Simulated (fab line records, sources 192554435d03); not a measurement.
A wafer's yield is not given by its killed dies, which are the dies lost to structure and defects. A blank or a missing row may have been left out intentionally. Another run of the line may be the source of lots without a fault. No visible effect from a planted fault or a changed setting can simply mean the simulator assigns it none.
fab line records	flow n5Finfet
record lots=6	wafers=16	lastDay=17
route steps=1938 shown BEOL_M5@1148 BEOL_M15@1830
lots that met no fault: from a run of the same line without faults
startH: hours from the record's first day to the start of the lot's first wafer shown	waitH: hours elapsed since this lot's preceding step	" repeats the value in the row above	L1.1+2: a row that stands for several wafers	- no value, or no start given	* or withheld: withheld	< > ~ a bound
route shown NAME@n: NAME is a module with steps in the file, n the number in the route of the first one	usual: mean and standard deviation over wafers with no fault	same: alike in all rows	chamber/n: place in a boat	sites: the reading at each site	_std_site: standard deviation across them	_edge_site: outer sites' mean less inner sites'	radiusMm: how far each site lies from the wafer's centre	mask NAME#n: copy n	behind: the most recent tool/chamber to have shaped the wafer	hold: the reason the lot was held/the length of the hold in hours/how it ended	device: the n, p or np transistor that did not switch	end of line: tests run on the same wafers once the route is complete	step lacking rows: just its recipe	killed: dies that structure and defects cost at the first sort, which is not the same as the wafer's yield	map: a wafer's dies, marking killed ones x, the rest . and places with no die _
set.NAME: the run value of the setting; set.NAME@STEP: its run value at that earlier step	model.NAME: the simulator's own value behind a step, which no gauge read
certain route steps with their lots: each step a table, each wafer a row
services: when a tool's chamber went out of use (startH, in hours from the record's first day, below 0 if earlier), for how many hours, and the reason
## steps
# step N5_BEOL_M5_CD_MEAS_28
# recipe targetCdNm=30.6	landingEnergyEv=500	detector=seInlens	targetCdYNm=20	polarity=opening
# usual cdNm=30.71/0.23
lot.wafer	tool	chamber	startH	waitH	cdNm
L919.1	cdSem-02	0	173.76	-	30.63
L919.2	"	0	"	"	30.77
L919.5	"	0	"	"	31.20
L918.2	cdSem-01	0	177.66	-	30.29
L918.3	"	0	"	"	30.70
L918.6	"	0	"	"	30.76
L922.1	cdSem-02	0	200.26	-	30.62
L922.3	"	0	"	"	31.16
L922.5	"	0	"	"	30.78
L938.2	cdSem-03	0	294.26	-	30.90
L938.3	"	0	"	"	30.33
L938.6	"	0	"	"	30.63
L937.5	cdSem-02	0	298.12	-	30.54
L940.3	cdSem-01	0	310.71	-	30.86
L940.4	"	0	"	"	30.82
L940.5	"	0	"	"	30.59
# step N5_BEOL_M5_OVL_MEAS_29
# recipe pointsPerWafer=522
# usual V4_OVL=0.2/0.63
lot.wafer	tool	chamber	startH	waitH	V4_OVL[nm]
L919.1	overlay-02	0	173.79	0.0	0.2
L919.2	"	0	"	"	0.0
L919.5	"	0	"	"	0.1
L918.2	overlay-02	0	177.70	0.0	1.8
L918.3	"	0	"	"	0.6
L918.6	"	0	"	"	1.7
L922.1	overlay-02	0	200.29	0.0	1.0
L922.3	"	0	"	"	-0.2
L922.5	"	0	"	"	-0.2
L938.2	overlay-01	0	294.29	0.0	0.6
L938.3	"	0	"	"	0.4
L938.6	"	0	"	"	0.5
L937.5	overlay-01	0	298.17	0.0	1.3
L940.3	overlay-01	0	310.74	0.0	0.0
L940.4	"	0	"	"	-0.1
L940.5	"	0	"	"	-0.3
# step N5_BEOL_M5_INSPECT_30
# recipe mode=adi	inspectInstrument=brightfield
# usual rawDefectCount=407/98
lot.wafer	tool	chamber	startH	waitH	rawDefectCount
L919.1	defectInspect-01	-	173.85	0.1	389
L919.2	"	-	"	"	325
L919.5	"	-	"	"	358
L918.2	defectInspect-02	-	177.75	0.0	526
L918.3	"	-	"	"	511
L918.6	"	-	"	"	458
L922.1	defectInspect-02	-	200.34	0.1	387
L922.3	"	-	"	"	289
L922.5	"	-	"	"	361
L938.2	defectInspect-01	-	294.34	0.0	310
L938.3	"	-	"	"	388
L938.6	"	-	"	"	433
L937.5	defectInspect-01	-	298.20	0.0	515
L940.3	defectInspect-01	-	310.79	0.0	307
L940.4	"	-	"	"	343
L940.5	"	-	"	"	247
# step N5_BEOL_M5_DESCUM_33
# recipe chemistry=O2	timeS=7	sourcePowerW=50	biasPowerW=20	pressureMtorr=20	rfFrequencyHz=2.712e+07	tempC=40	resist=CAR-EUV	o2FlowSccm=225
# step N5_BEOL_M5_ETCH_75
# recipe chemistry=N2/H2	target=underlayer	targetDepthA=65	maskMaterial=CAR-EUV	timeS=5.2	ionEnergyEv=200	pressureMtorr=30	sourceW=840	biasW=150	n2FlowSccm=200	h2FlowSccm=200	ends=cleared
# step N5_BEOL_M5_ETCH_67
# recipe chemistry=CF4	target=SiARC	targetDepthA=156	maskMaterial=CAR-EUV	timeS=26	ionEnergyEv=80	pressureMtorr=40	sourceW=545	biasW=36	Ar_flow_sccm=100	cf4FlowSccm=100	ends=cleared
# step N5_BEOL_M5_ETCH_68
# recipe chemistry=N2/H2	target=SOC	targetDepthA=800	overetchA=160	maskMaterial=SiARC	tempC=40	timeS=120	ionEnergyEv=200	pressureMtorr=30	sourceW=840	biasW=150	n2FlowSccm=200	h2FlowSccm=200
# step N5_BEOL_M5_STRIP_69
# recipe chemistry=N2/H2	tempC=40	n2FlowSccm=200	h2FlowSccm=200	rfFrequencyHz=6e+07
# step N5_BEOL_M5_STRIP_76
# recipe chemistry=N2/H2	tempC=40	n2FlowSccm=200	h2FlowSccm=200	rfFrequencyHz=6e+07
# step N5_BEOL_M5_VIA_ETCH_34
# recipe chemistry=C4F6/O2	target=SiCOH_lowk	targetDepthA=883	maskMaterial=SOC	taperDeg=4	timeS=39.2	ionEnergyEv=250	pressureMtorr=30	sourceW=345	biasW=185	Ar_flow_sccm=300	C4F6_flow_sccm=10	O2_flow_sccm=10
# usual chamberPressureMTorr=30.001/0.028	drypumpMotorCurrentA=5.7/0.62	oesProductAu=0.79/0.071	rfVppV=671/14	showerheadPlenumPTorr=2.83/0.056	throttleValvePct=20.74/0.18
lot.wafer	tool	chamber	startH	waitH	chamberPressureMTorr	drypumpMotorCurrentA	oesProductAu	rfHoursCounterH	rfVppV	showerheadPlenumPTorr	throttleValvePct
L919.1	rieDiel-03	0	174.06	0.0	29.973	5.3	0.85	76	686	2.77	20.82
L919.2	"	2	"	"	30.000	5.8	0.70	230	662	2.92	20.88
L919.5	"	1	"	"	30.021	4.8	0.91	-	687	2.91	20.63
L918.2	rieDiel-03	1	177.97	0.0	30.040	4.8	0.91	15	686	2.91	20.66
L918.3	"	3	"	"	30.007	6.7	0.82	87	657	2.84	20.49
L918.6	"	1	"	"	30.026	4.8	0.91	-	686	2.91	20.64
L922.1	rieDiel-03	1	200.65	0.0	29.964	4.8	0.91	24	685	2.90	20.67
L922.3	"	1	"	"	29.987	4.8	0.90	-	686	2.90	20.67
L922.5	"	1	"	"	30.023	4.8	0.90	-	685	2.90	20.66
L938.2	rieDiel-03	3	294.56	0.0	30.024	6.7	0.78	124	658	2.83	20.55
L938.3	"	2	"	"	29.976	5.7	0.96	3	661	2.91	20.52
L938.6	"	0	"	"	30.014	5.3	0.81	-	685	2.76	20.89
L937.5	rieDiel-03	0	298.43	0.0	29.990	5.3	0.79	-	684	2.76	20.87
L940.3	rieDiel-02	1	311.01	0.0	30.003	5.7	0.77	129	668	2.75	20.81
L940.4	"	3	"	"	30.009	5.4	0.72	201	687	2.78	20.93
L940.5	"	1	"	"	29.976	5.7	0.77	-	668	2.75	20.83
# step N5_BEOL_M5_STRIP_85
# recipe chemistry=C4F6/O2	resist=SiARC	rfFrequencyHz=6e+07
# step N5_BEOL_M5_STRIP_36
# recipe chemistry=N2/H2	powerW=450	tempC=40	pressureMtorr=20	rfFrequencyHz=6e+07	overashFraction=0.3	biasPowerW=7	h2Frac=0.5	n2FlowSccm=200	h2FlowSccm=200
# step N5_BEOL_M5_TRENCH_ETCH_37
# recipe chemistry=C4F6/O2	targetDepthA=716.52	target=SiCOH_lowk	timeS=24.7	ionEnergyEv=250	pressureMtorr=30	sourceW=345	biasW=185	Ar_flow_sccm=300	C4F6_flow_sccm=10	O2_flow_sccm=10
# usual chamberPressureMTorr=29.997/0.027	drypumpMotorCurrentA=5.7/0.62	oesProductAu=0.80/0.071	rfVppV=671/14	showerheadPlenumPTorr=2.83/0.056	throttleValvePct=20.78/0.19
lot.wafer	tool	chamber	startH	waitH	chamberPressureMTorr	drypumpMotorCurrentA	oesProductAu	rfHoursCounterH	rfVppV	showerheadPlenumPTorr	throttleValvePct	model.BEOL_M5.featureDepthNm	model.etch.depthNm	model.TiN_of_BEOL_M5_HM_DEP_02.thkNm
L919.1	rieDiel-03	0	174.15	-	29.990	5.3	0.85	76	685	2.77	20.88	72.8	72.86	17.8
L919.2	"	2	"	"	30.004	5.8	0.70	230	661	2.92	20.90	70.6	70.51	18
L919.5	"	1	"	"	30.025	4.7	0.92	-	685	2.91	20.68	73.2	73.23	18
L918.2	rieDiel-03	1	178.05	-	29.997	4.8	0.92	15	686	2.90	20.69	73.4	73.44	18
L918.3	"	3	"	"	29.999	6.7	0.82	87	657	2.84	20.55	73.2	73.16	18
L918.6	"	1	"	"	30.000	4.8	0.92	-	686	2.91	20.68	73.2	73.27	17.8
L922.1	rieDiel-03	1	200.78	-	29.961	4.8	0.90	24	685	2.90	20.70	74	73.92	17.4
L922.3	"	1	"	"	29.970	4.8	0.90	-	685	2.90	20.70	74	74.03	17.6
L922.5	"	1	"	"	29.947	4.8	0.91	-	686	2.90	20.70	74.2	74.28	17.8
L938.2	rieDiel-03	3	294.64	-	29.988	6.7	0.78	124	657	2.83	20.59	72	71.93	18.2
L938.3	"	2	"	"	30.010	5.7	0.96	3	660	2.91	20.56	72.4	72.33	18.2
L938.6	"	0	"	"	30.017	5.3	0.61	-	684	2.76	20.84	45.6	45.62	19
L937.5	rieDiel-03	0	298.51	-	29.977	5.3	0.61	-	685	2.76	20.85	45.8	45.8	19
L940.3	rieDiel-02	1	311.09	-	29.998	5.7	0.76	129	668	2.75	20.89	70.2	70.19	17.8
L940.4	"	3	"	"	30.050	5.4	0.71	201	687	2.78	20.97	70.4	70.45	17.6
L940.5	"	1	"	"	30.024	5.7	0.76	-	668	2.75	20.86	70.6	70.65	17.8
# step N5_BEOL_M5_ETCH_41
# recipe chemistry=CH3F/O2	target=SiCN	targetDepthA=315	taperDeg=2	timeS=56.7	ionEnergyEv=120	maskMaterial=TiN	pressureMtorr=30	sourceW=395	biasW=75	Ar_flow_sccm=150	CH3F_flow_sccm=30	O2_flow_sccm=20
# step N5_BEOL_M5_STRIP_91
# recipe chemistry=N2/H2	timeS=10	powerW=450	tempC=40	pressureMtorr=20	rfFrequencyHz=6e+07	biasPowerW=7	n2FlowSccm=200	h2FlowSccm=200
# step N5_BEOL_M5_OCD_MEAS_38
# usual trenchDepthNm=72.2/1.4
lot.wafer	tool	chamber	startH	waitH	trenchDepthNm
L919.1	ocd-02	-	174.30	-	72.5
L919.2	"	-	"	"	70.7
L919.5	"	-	"	"	73.7
L918.2	ocd-02	-	178.21	-	73.7
L918.3	"	-	"	"	73.3
L918.6	"	-	"	"	73.1
L922.1	ocd-02	-	200.99	-	73.7
L922.3	"	-	"	"	73.8
L922.5	"	-	"	"	74.0
L938.2	ocd-01	-	294.80	-	71.9
L938.3	"	-	"	"	72.7
L938.6	"	-	"	"	45.7
L937.5	ocd-01	-	298.66	-	45.7
L940.3	ocd-02	-	311.25	-	70.0
L940.4	"	-	"	"	70.3
L940.5	"	-	"	"	71.1
# step N5_BEOL_M5_HM_STRIP_39
# recipe chemistry=peroxideTinStrip	material=TiN	targetDepthA=250	tempC=50	timeS=158
# step N5_BEOL_M5_SRD_40
# recipe timeS=30	tempC=23	rinseLiquid=diw	dry=ipaMarangoni
# step N5_BEOL_M5_PRECLEAN_42
# recipe chemistry=residueRemover	timeS=60	tempC=40
# step N5_BEOL_M5_SRD_43
# recipe timeS=30	tempC=23	rinseLiquid=diw	dry=ipaMarangoni
# step N5_BEOL_M5_CD_MEAS_35
# recipe targetCdNm=28	targetCdYNm=24	polarity=opening
# usual cdNm=28.2/0.4
lot.wafer	tool	chamber	startH	waitH	cdNm
L919.1	cdSem-03	-	174.45	0.0	28.2
L919.2	"	-	"	"	27.9
L919.5	"	-	"	"	28.2
L918.2	cdSem-01	-	178.36	0.0	28.3
L918.3	"	-	"	"	28.8
L918.6	"	-	"	"	27.9
L922.1	cdSem-02	-	201.15	0.0	29.2
L922.3	"	-	"	"	29.0
L922.5	"	-	"	"	28.6
L938.2	cdSem-03	-	294.95	0.0	27.6
L938.3	"	-	"	"	28.2
L938.6	"	-	"	"	27.9
L937.5	cdSem-03	-	298.81	0.0	28.4
L940.3	cdSem-02	-	311.40	0.0	28.4
L940.4	"	-	"	"	28.2
L940.5	"	-	"	"	27.8
# step N5_BEOL_M5_CURE_80
# recipe tempC=370	timeS=120	ambient=DMADMS/He	material=SiCOH_lowk
# step N5_BEOL_M5_DEGAS_44
# recipe ambient=vacuum	tempC=250	timeS=60
# usual heaterPowerW=326/20
lot.wafer	tool	chamber	startH	waitH	heaterPowerW
L919.1	pvdSputter-02	-	174.94	0.4	318
L919.2	"	-	"	"	314
L919.5	"	-	"	"	318
L918.2	pvdSputter-01	-	179.04	0.3	344
L918.3	"	-	"	"	279
L918.6	"	-	"	"	310
L922.1	pvdSputter-03	-	202.57	1.1	341
L922.3	"	-	"	"	326
L922.5	"	-	"	"	347
L938.2	pvdSputter-02	-	295.33	0.2	316
L938.3	"	-	"	"	356
L938.6	"	-	"	"	312
L937.5	pvdSputter-01	-	299.43	0.3	270
L940.3	pvdSputter-02	-	312.90	1.3	314
L940.4	"	-	"	"	318
L940.5	"	-	"	"	332
# step N5_BEOL_M5_PRE_CLEAN_45
# recipe gas=H2/He	timeS=30	tempC=250
# step N5_BEOL_M5_ALD_86
# recipe material=TaN	targetThkA=*	tempC=275	aldPrecursorFamily=PDMAT	aldCoReactant=NH3	pressureTorr=3	carrierFlowSccm=1500	pulseTimeS=2	purgeTimeS=3	coReactantPurgeTimeS=2	coReactantPulseTimeS=3	aldCycles=30	precursorVesselTempC=75	precursorVesselPressureTorr=26.25	precursorVesselCarrierSccm=1000
# step N5_BEOL_M5_SURFACE_TREAT_87
# recipe gas=Ar	timeS=*	ionEnergyEv=*	ionCurrentMaCm2=0.5	pressureMtorr=*	arFlowSccm=30
# step N5_BEOL_M5_CVD_47
# recipe material=Co	targetThkA=30	tempC=withheld	precursor=CCTBA/H2	pressureTorr=30	timeS=216
# step N5_BEOL_M5_SPUTTER_48
# recipe material=Cu	targetThkA=150	tempC=-20	chamberPressurePa=0.07	powerW=withheld	timeS=27.62
# usual throttleValvePct=29.8/1.1
lot.wafer	tool	chamber	startH	waitH	throttleValvePct
L919.1	pvdSputter-02	-	175.60	0.1	30.5
L919.2	"	-	"	"	29.2
L919.5	"	-	"	"	29.0
L918.2	pvdSputter-03	-	179.95	0.3	29.9
L918.3	"	-	"	"	28.5
L918.6	"	-	"	"	30.0
L922.1	pvdSputter-03	-	203.41	0.1	29.9
L922.3	"	-	"	"	30.2
L922.5	"	-	"	"	30.4
L938.2	pvdSputter-02	-	296.15	0.1	32.3
L938.3	"	-	"	"	27.7
L938.6	"	-	"	"	32.4
L937.5	pvdSputter-01	-	300.25	0.1	30.3
L940.3	pvdSputter-03	-	313.45	0.1	30.3
L940.4	"	-	"	"	28.4
L940.5	"	-	"	"	28.4
# step N5_BEOL_M5_ANNEAL_49
# recipe tempC=400	timeS=1800	ambient=vacuum
# step N5_BEOL_M5_SPUTTER_81
# recipe material=Cu	targetThkA=150	tempC=-20	chamberPressurePa=0.07	powerW=withheld	timeS=27.62
# step N5_BEOL_M5_ANNEAL_82
# recipe tempC=400	timeS=1800	ambient=vacuum
# step N5_BEOL_M5_SPUTTER_83
# recipe material=Cu	targetThkA=150	tempC=-20	chamberPressurePa=0.07	powerW=withheld	timeS=27.62
# step N5_BEOL_M5_ANNEAL_84
# recipe tempC=400	timeS=1800	ambient=vacuum
# step N5_BEOL_M5_SPUTTER_88
# recipe material=Cu	targetThkA=150	tempC=-20	chamberPressurePa=0.07	powerW=withheld	timeS=27.62
# step N5_BEOL_M5_ANNEAL_89
# recipe tempC=400	timeS=1800	ambient=vacuum
# usual heaterPowerW=818/48
lot.wafer	tool	chamber	startH	waitH	heaterPowerW
L919.1	pvdSputter-02	-	178.94	0.0	808
L919.2	"	-	"	"	794
L919.5	"	-	"	"	814
L918.2	pvdSputter-03	-	183.29	0.0	823
L918.3	"	-	"	"	812
L918.6	"	-	"	"	846
L922.1	pvdSputter-03	-	206.75	0.0	880
L922.3	"	-	"	"	820
L922.5	"	-	"	"	874
L938.2	pvdSputter-02	-	299.49	0.0	804
L938.3	"	-	"	"	885
L938.6	"	-	"	"	784
L937.5	pvdSputter-01	-	304.05	0.5	771
L940.3	pvdSputter-03	-	316.93	0.0	816
L940.4	"	-	"	"	846
L940.5	"	-	"	"	815
# step N5_BEOL_M5_SPUTTER_90
# recipe material=Cu	targetThkA=45	tempC=-20	chamberPressurePa=0.07	powerW=withheld	timeS=8.29
# step N5_BEOL_M5_ECD_50
# recipe material=Cu	targetThkA=3000
# step N5_BEOL_M5_ANNEAL_51
# recipe tempC=225	timeS=90	ambient=N2
# step N5_BEOL_M5_CMP_52
# recipe stopOn=SiCOH_lowk	tOverpolishS=6.9	downForcePsi=1	platenRpm=50	clearingPlatenDownForcePsi=1.5	clearingPlatenRpm=50	postCmpClean=cuAlkaline	targetThkNm=62	clearingPlatenPadVelocityMS=0.99484	padVelocityMS=0.99484
# usual barrierFieldEndpointS=25.1/0.83	motorCurrentA=6.4/0.57	overpolishRunS=6.900/0.0094	timeToEndpointS=65/5.1
# same tOverpolishS=6.9
lot.wafer	tool	chamber	startH	waitH	barrierFieldEndpointS	motorCurrentA	overpolishRunS	timeToEndpointS	model.Cu_of_BEOL_M5_ECD_50.thkNm
L919.1	cmp-03	1	180.49	0.3	24.2	5.6	6.901	56	61.8
L919.2	"	2	"	"	24.0	5.5	6.908	58	60.4
L919.5	"	1	"	"	24.5	5.6	6.886	58	62.6
L918.3	cmp-02	2	185.40	0.2	26.1	7.1	6.903	73	66.6
L918.2	"	3	"	"	25.7	5.9	6.887	67	65.4
L918.6	"	3	"	"	26.1	6.2	6.893	69	66.4
L922.1	cmp-02	0	208.44	0.3	24.3	6.6	6.911	61	63.4
L922.3	"	3	"	"	25.6	6.1	6.900	69	66.2
L922.5	"	0	"	"	24.6	6.4	6.914	60	64.4
L938.2	cmp-04	1	301.18	0.2	24.4	6.2	6.900	60	60.4
L938.3	"	2	"	"	23.7	7.2	6.906	59	61
L938.6	"	1	"	"	24.4	5.9	6.911	62	33.4
L937.5	cmp-02	0	305.26	0.3	24.8	6.7	6.905	62	37.2
L940.4	cmp-02	3	318.47	0.2	25.3	5.9	6.888	67	62.6
L940.3	"	0	"	"	24.0	6.9	6.907	59	58.8
L940.5	"	2	"	"	26.3	6.6	6.895	69	62.4
# step N5_BEOL_M5_THK_MEAS_53
# recipe thkMeasGauge=xrf	reads=Cu_of_BEOL_M5_ECD_50
# usual M5_THK=64.2/2.1
lot.wafer	tool	chamber	startH	waitH	M5_THK[nm]
L919.1	filmMetro-02	-	180.74	-	62.4
L919.2	"	-	"	"	60.8
L919.5	"	-	"	"	63.3
L918.2	filmMetro-02	-	185.70	-	66.1
L918.3	"	-	"	"	67.4
L918.6	"	-	"	"	67.2
L922.1	filmMetro-02	-	208.74	-	64.4
L922.3	"	-	"	"	67.1
L922.5	"	-	"	"	65.5
L938.2	filmMetro-01	-	301.47	-	62.3
L938.3	"	-	"	"	63.0
L938.6	"	-	"	"	34.6
L937.5	filmMetro-02	-	305.37	-	37.4
L940.3	filmMetro-01	-	318.73	-	59.8
L940.4	"	-	"	"	63.4
L940.5	"	-	"	"	63.8
# step N5_BEOL_M5_PRE_CLEAN_77
# recipe gas=NH3/H2	timeS=15	tempC=*	rfPowerW=300
# step N5_BEOL_M5_CO_CAP_78
# recipe material=Co	targetThkA=20	tempC=200	precursor=CCTBA/H2	pressureTorr=30	timeS=102.1
# usual heaterPowerW=247/18
lot.wafer	tool	chamber	startH	waitH	heaterPowerW
L919.1	cvdCo-02	0	180.82	0.0	265
L919.2	"	2	"	"	240
L919.5	"	1	"	"	237
L918.2	cvdCo-01	0	185.78	0.0	218
L918.3	"	2	"	"	263
L918.6	"	1	"	"	256
L922.1	cvdCo-01	2	208.82	0.0	262
L922.3	"	1	"	"	261
L922.5	"	0	"	"	217
L938.2	cvdCo-02	0	301.55	0.0	261
L938.3	"	2	"	"	240
L938.6	"	0	"	"	261
L937.5	cvdCo-01	2	305.48	0.0	271
L940.3	cvdCo-02	2	318.81	0.0	240
L940.4	"	1	"	"	238
L940.5	"	2	"	"	234
# step N5_BEOL_M5_RS_MEAS_57
# recipe thkMeasGauge=four-point-probe	reads=Co_of_BEOL_M5_CO_CAP_78+Cu_of_BEOL_M5_ECD_50+Co_of_BEOL_M5_CVD_47+TaN_of_BEOL_M5_ALD_86
# usual M5_RS=0.378/0.015
lot.wafer	tool	chamber	startH	waitH	M5_RS[ohm/sq]
L919.1	filmMetro-02	-	181.00	0.0	0.388
L919.2	"	-	"	"	0.400
L919.5	"	-	"	"	0.382
L918.2	filmMetro-02	-	185.99	0.1	0.363
L918.3	"	-	"	"	0.355
L918.6	"	-	"	"	0.357
L922.1	filmMetro-02	-	209.03	0.1	0.376
L922.3	"	-	"	"	0.357
L922.5	"	-	"	"	0.369
L938.2	filmMetro-02	-	301.73	0.1	0.399
L938.3	"	-	"	"	0.395
L938.6	"	-	"	"	0.843
L937.5	filmMetro-01	-	305.63	0.0	0.735
L940.3	filmMetro-01	-	319.02	0.1	0.414
L940.4	"	-	"	"	0.382
L940.5	"	-	"	"	0.383
# step N5_BEOL_M15_RC_MEAS_101
# usual COMB_M10=1.4e-11/3.1e-12	COMB_M11=1.4e-11/3.3e-12	COMB_M12=5.6e-12/1.4e-12	COMB_M13=4.1e-12/9.7e-13	COMB_M14=3e-12/8.4e-13	COMB_M15=1.8e-12/5.7e-13	COMB_M6=2.5e-11/5.1e-12	COMB_M7=2.5e-11/4.6e-12	COMB_M8=2.5e-11/5.5e-12	COMB_M9=1.4e-11/3.2e-12	SERP_M10=3.04/0.11	SERP_M11=3.04/0.095	SERP_M12=0.631/0.022	SERP_M13=0.310/0.0069	SERP_M14=0.160/0.007	SERP_M5=37.2/2	SERP_M5_max_site=38.7/2.2	SERP_M6=13.8/0.76	SERP_M7=13.8/0.69	SERP_M8=13.7/0.73	SERP_M9=3.05/0.1	SERP_M9_max_site=3.14/0.099
lot.wafer	tool	chamber	startH	waitH	COMB_M10[S/m]	COMB_M11[S/m]	COMB_M12[S/m]	COMB_M13[S/m]	COMB_M14[S/m]	COMB_M15[S/m]	COMB_M6[S/m]	COMB_M7[S/m]	COMB_M8[S/m]	COMB_M9[S/m]	SERP_M10[ohm/um]	SERP_M11[ohm/um]	SERP_M12[ohm/um]	SERP_M13[ohm/um]	SERP_M14[ohm/um]	SERP_M5[ohm/um]	SERP_M5_max_site[ohm/um]	SERP_M6[ohm/um]	SERP_M7[ohm/um]	SERP_M8[ohm/um]	SERP_M9[ohm/um]	SERP_M9_max_site[ohm/um]
L919.1	prober-01	0	260.69	0.0	1.1e-11	1.3e-11	5e-12	3.3e-12	3.4e-12	2.2e-12	2.6e-11	2.5e-11	2.1e-11	1.5e-11	3.04	3.07	0.648	0.300	0.155	39.5	39.9	14.1	15.3	13.9	3.07	3.16
L919.2	"	0	"	"	1.6e-11	1e-11	3.7e-12	3.9e-12	4.7e-12	2.9e-12	2.3e-11	2.1e-11	2.5e-11	1e-11	3.16	2.97	0.617	0.306	0.152	40.9	42.4	13.5	15.8	15.4	3.01	3.08
L919.5	"	0	"	"	1.8e-11	2e-11	4.9e-12	2.9e-12	5e-12	1.9e-12	3.3e-11	2.6e-11	2.4e-11	1.2e-11	2.99	3.10	0.666	0.319	0.166	37.9	38.2	14.0	14.0	13.3	3.00	3.04
L918.2	prober-02	0	261.66	0.2	1e-11	1.4e-11	3.2e-12	5.5e-12	1.9e-12	1.5e-12	3.7e-11	2.5e-11	3.2e-11	9e-12	3.08	3.14	0.612	0.312	0.162	36.3	37.1	14.5	14.0	13.9	3.16	3.22
L918.3	"	0	"	"	9e-12	1.2e-11	3e-12	3.4e-12	3.5e-12	1.1e-12	3.2e-11	2.8e-11	1.9e-11	9e-12	3.03	3.03	0.613	0.312	0.154	34.2	35.3	13.0	13.9	12.8	3.05	3.10
L918.6	"	0	"	"	1.8e-11	1.3e-11	4e-12	4.7e-12	2.7e-12	1.6e-12	3e-11	2.7e-11	2.7e-11	1.4e-11	2.94	3.07	0.586	0.308	0.163	35.9	37.2	14.3	13.7	13.3	2.93	3.02
L922.1	prober-01	0	294.58	0.0	1.7e-11	1e-11	9.4e-12	4.4e-12	3.7e-12	1.9e-12	2.2e-11	2.8e-11	3e-11	1e-11	2.95	3.04	0.639	0.315	0.155	33.6	34.3	13.8	11.9	13.7	3.21	3.29
L922.3	"	0	"	"	1.4e-11	1e-11	5.4e-12	3.1e-12	4.4e-12	1.5e-12	1.6e-11	2.4e-11	2.9e-11	1e-11	3.07	3.21	0.644	0.314	0.146	32.6	34.2	13.4	13.2	12.0	2.99	3.04
L922.5	"	0	"	"	1.6e-11	1.2e-11	6.6e-12	2.9e-12	4.1e-12	1.4e-12	2.3e-11	2e-11	3.7e-11	1.3e-11	3.01	3.16	0.655	0.312	0.169	33.8	35.3	13.9	12.9	13.5	3.18	3.19
L938.2	prober-01	0	376.28	0.2	1.6e-11	1.5e-11	6e-12	4.2e-12	2.7e-12	1.7e-12	3.4e-11	2.5e-11	2.3e-11	9e-12	3.02	3.20	0.576	0.314	0.158	40.6	43.8	14.0	14.2	13.5	2.91	3.06
L938.3	"	0	"	"	2e-11	1.5e-11	6.4e-12	4.6e-12	5.5e-12	1.8e-12	3e-11	2.4e-11	2.1e-11	1.3e-11	2.97	3.08	0.638	0.322	0.163	38.3	41.3	14.3	13.4	14.1	3.05	3.10
L938.6	"	0	"	"	1e-11	1.7e-11	4.9e-12	3.1e-12	3.8e-12	2.2e-12	2.7e-11	2.3e-11	2.2e-11	1e-11	3.02	3.04	0.594	0.321	0.159	78.7	80.0	14.9	13.6	14.3	3.01	3.06
L937.5	prober-02	0	380.61	0.6	1.6e-11	2e-11	5.4e-12	4.4e-12	2.7e-12	1.1e-12	2.6e-11	2.7e-11	3e-11	1.3e-11	3.26	3.03	0.682	0.310	0.170	68.4	69.2	14.8	14.0	13.4	3.15	3.21
L940.3	prober-02	0	390.13	0.3	8e-12	9e-12	4.4e-12	4.6e-12	2.1e-12	1.7e-12	2.4e-11	2.3e-11	1.7e-11	9e-12	3.17	3.29	0.653	0.306	0.166	41.2	42.5	15.0	13.3	14.4	2.94	3.11
L940.4	"	0	"	"	1.5e-11	1e-11	6.9e-12	5.2e-12	2e-12	7e-13	2.4e-11	2e-11	2.7e-11	1.1e-11	3.05	3.08	0.668	0.308	0.156	39.4	39.8	13.5	13.1	13.7	3.02	3.05
L940.5	"	0	"	"	1.5e-11	1.2e-11	5.8e-12	5e-12	2.4e-12	1e-12	2e-11	1.9e-11	2e-11	1e-11	3.24	3.23	0.643	0.307	0.161	38.8	41.6	13.4	13.8	14.2	3.07	3.14
# sites SERP_M5 radiusMm=0,75,75,75,75,140,140,140,140
L919.1 39.8 39.9 39.8 39.6 38.6 39.5 38.8 39.5 37.9
L918.2 36.1 35.6 36.0 36.3 35.1 36.8 36.6 37.0 37.1
L922.1 32.6 34.3 33.0 33.6 32.7 33.6 33.9 33.7 33.6
L938.2 36.6 38.9 40.6 38.5 39.3 41.4 43.8 42.6 42.9
L937.5 67.6 68.4 68.5 69.2 69.2 68.5 67.1 67.5 66.9
L940.3 39.4 39.4 39.7 41.2 40.4 42.5 42.3 42.0 41.6
## services
tool	chamber	startH	hours	kind
pvdSputter-01	-	150.27	1.8	repair
cvdCo-02	-	150.64	1.2	repair
cmp-02	-	161.59	4.0	pm
cmp-02	-	165.59	-	consumableReplace:conditioner
cmp-02	-	174.42	6.1	pm
cmp-04	-	177.55	0.7	repair
cmp-02	-	183.13	0.8	repair
rieDiel-03	2	189.48	14.7	repair
cvdCo-02	-	198.93	0.9	repair
cmp-04	-	207.57	24.7	pm
cmp-03	-	238.49	1.3	repair
cmp-02	-	239.66	0.5	repair
cmp-03	-	245.04	4.0	pm
rieDiel-02	-	249.58	2.8	pm
cmp-04	-	253.65	0.9	repair
cvdCo-01	1	260.15	4.1	repair
rieDiel-03	2	261.75	-	clean
rieDiel-03	2	261.75	-	consumableReplace:focusRing
rieDiel-03	2	261.75	24.2	scheduledDown
rieDiel-03	2	261.75	24.2	ventCycle
cmp-02	-	267.38	1.9	repair
cmp-02	-	287.51	1.1	repair
cmp-02	-	289.55	2.3	repair
cmp-04	-	310.99	4.0	pm
## key
firstSign step=N5_BEOL_M5_TRENCH_ETCH_37	reading=oesProductAu	direction=down	sigmas=2.6	usual=0.80	struck=0.61
effect step=N5_BEOL_M5_OCD_MEAS_38	reading=trenchDepthNm	direction=down	sigmas=19	usual=72.2	struck=45.7
effect step=N5_BEOL_M5_THK_MEAS_53	reading=M5_THK	direction=down	sigmas=13	usual=64.2	struck=36.0
effect step=N5_BEOL_M5_RS_MEAS_57	reading=M5_RS	direction=up	sigmas=27	usual=0.378	struck=0.789
effect step=N5_BEOL_M15_RC_MEAS_101	reading=SERP_M5	direction=up	sigmas=18	usual=37.2	struck=73.6
modelEffect step=N5_BEOL_M5_TRENCH_ETCH_37	value=BEOL_M5.featureDepthNm	without=72.5	struck=45.7
modelEffect step=N5_BEOL_M5_CMP_52	value=Cu_of_BEOL_M5_ECD_50.thkNm	without=62.1	struck=35.3
metAt N5_BEOL_M5_TRENCH_ETCH_37
struckWafers L937.5,L938.6
sortLeftOut L937.5,L938.6
onsetBetween 174.15 294.64
earlierFault kind=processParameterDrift	tool=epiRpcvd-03	chamber=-	onsetH=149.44	steps=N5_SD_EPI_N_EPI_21	channel=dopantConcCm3	offset=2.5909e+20	shape=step	endH=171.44	actsIn=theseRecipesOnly	stated=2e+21
fault kind=processParameterDrift	tool=rieDiel-03	chamber=0	onsetH=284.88	steps=N5_BEOL_M5_TRENCH_ETCH_37	channel=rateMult	offset=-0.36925	shape=step	endH=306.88
# sortLeftOut: the simulated sort isn't trusted on such a fault, so these wafers' sort isn't shown, and their yield isn't known
